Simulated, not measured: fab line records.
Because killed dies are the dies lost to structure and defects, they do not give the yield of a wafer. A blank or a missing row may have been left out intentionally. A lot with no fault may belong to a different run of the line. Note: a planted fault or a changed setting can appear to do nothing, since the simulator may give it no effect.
8D (eight disciplines) problem report, filled in by code :: flow n5 finfet :: the parts of the form that need people (team, actions taken, sign-off) are left out

== 1. WHAT IS WRONG ==
Wafers free of any fault read 79.7 nm (standard deviation 1.1) for M1_ILD_THK at N5_BEOL_M1_THK_MEAS_01, against a mean of 122.6 nm on 4 wafers of 2 lots. That puts it +39 standard deviations away from the usual mean.
Earliest sighting: wafer L463.2 on film metro-02 at day 8 21:34. At this step, 30 wafers from 10 lots have a number in the record. Rule for "out" (also "out of limits"): further than 4 standard deviations from the usual mean. The rest of the wafers with a number are treated as sound.

== 2. WHAT IT IS; WHAT IT IS NOT ==
question: which readings at this step
is: M1_ILD_THK
is not: -

question: which lots
is: L463, L464
is not: L452, L453, L459, L465, L468, L471, L472, L474

question: which wafers of those lots
is: L463.2, L463.3, L464.2, L464.3
is not: L463.6, L464.6

question: read on which gauges
is: film metro-01, film metro-02
is not: -

question: when
is: from day 8 21:34
is not: up to then (10 sound wafers); but 16 sound wafers of L464, L465, L468, L471, L472, L474 came after

== 3. WHAT RULES OUT EACH SUSPECT ==
Counting: if a tool at a process step up to the reading ran every lot that is out, it stays a suspect. Sound lots after the first of them don't rule it out here, since some wafers of a struck lot are sound.
- the gauge at N5_BEOL_M1_THK_MEAS_01: ruled out. Those wafers that are out were read across 2 gauges (film metro-01, film metro-02).
- pecvd-03 at N5_BEOL_M1_ILD_DEP_00 (deposits SiOC from DEMS/O2, target thk 79 nm, time 15.3 s): kept. Every lot that is out went through it, the first being L463 (day 8 21:28); the last sound lot it ran before that was L453 (day 6 04:28).
Left after counting: pecvd-03 at N5_BEOL_M1_ILD_DEP_00.

== 4. THE CAUSE (what the simulator had put in) ==
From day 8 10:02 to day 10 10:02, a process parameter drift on pecvd-03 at N5_BEOL_M1_ILD_DEP_00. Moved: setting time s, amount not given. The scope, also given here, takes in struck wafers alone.
The count eliminated every tool but this one.

== 5. SEQUENCE OF EFFECTS, ordered by route ==
Each row: a reading where the mean over the struck wafers with a number is more than 3 standard deviations away from the usual. Scope: only readings with a usual standard deviation given in the record; hours: median across lots of the time from each lot's start at the first step in this table that gives one to its start at this step; sigmas: change in usual standard deviations.
hours: 0
step: N5_BEOL_M1_THK_MEAS_01
reading: M1_ILD_THK
usual: 79.7 nm
on struck wafers: 122.6
change: +42.9
sigmas: +39

hours: 144
step: N5_PASSIVATION_PROBE_49
reading: defect limited yield
usual: 91.2 %
on struck wafers: 0.0
change: -91.2
sigmas: -61

hours: 144
step: N5_PASSIVATION_PROBE_49
reading: killed_at_M0_to_M3
usual: 31
on struck wafers: 1104
change: +1073
sigmas: +99 or more

hours: 144
step: N5_PASSIVATION_PROBE_49
reading: killed dies
usual: 104
on struck wafers: 1180
change: +1076
sigmas: +60

hours: 144
step: N5_PASSIVATION_PROBE_49
reading: killed on rim
usual: 14
on struck wafers: 152
change: +138
sigmas: +34

hours: 144
step: N5_PASSIVATION_PROBE_49
reading: sort_bin_5_function
usual: 5.1 %
on struck wafers: 96.6
change: +91.5
sigmas: +83

hours: 144
step: N5_PASSIVATION_PROBE_49
reading: sort n pass
usual: 1076
on struck wafers: 0
change: -1076
sigmas: -60

hours: 144
step: N5_PASSIVATION_PROBE_49
reading: sort yield pct
usual: 91.2 %
on struck wafers: 0.0
change: -91.2
sigmas: -61
Here are the process steps it includes:
- N5_PASSIVATION_PROBE_49

== 6. HOW IT WOULD HAVE BEEN CAUGHT EARLIER ==
The first out-of-limits reading at a measuring or inspecting step in this record came at day 8 21:34, 12 hours after the fault's start at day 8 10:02.
No tool reading at N5_BEOL_M1_ILD_DEP_00 that has a usual standard deviation in the record was out on any struck wafer, so an alarm limit of 4 standard deviations on those readings would not have fired.
Of the lots that are out (2), L464 began N5_BEOL_M1_ILD_DEP_00 on pecvd-03 after day 8 21:34. A tool hold placed at that time would have kept it from harm.
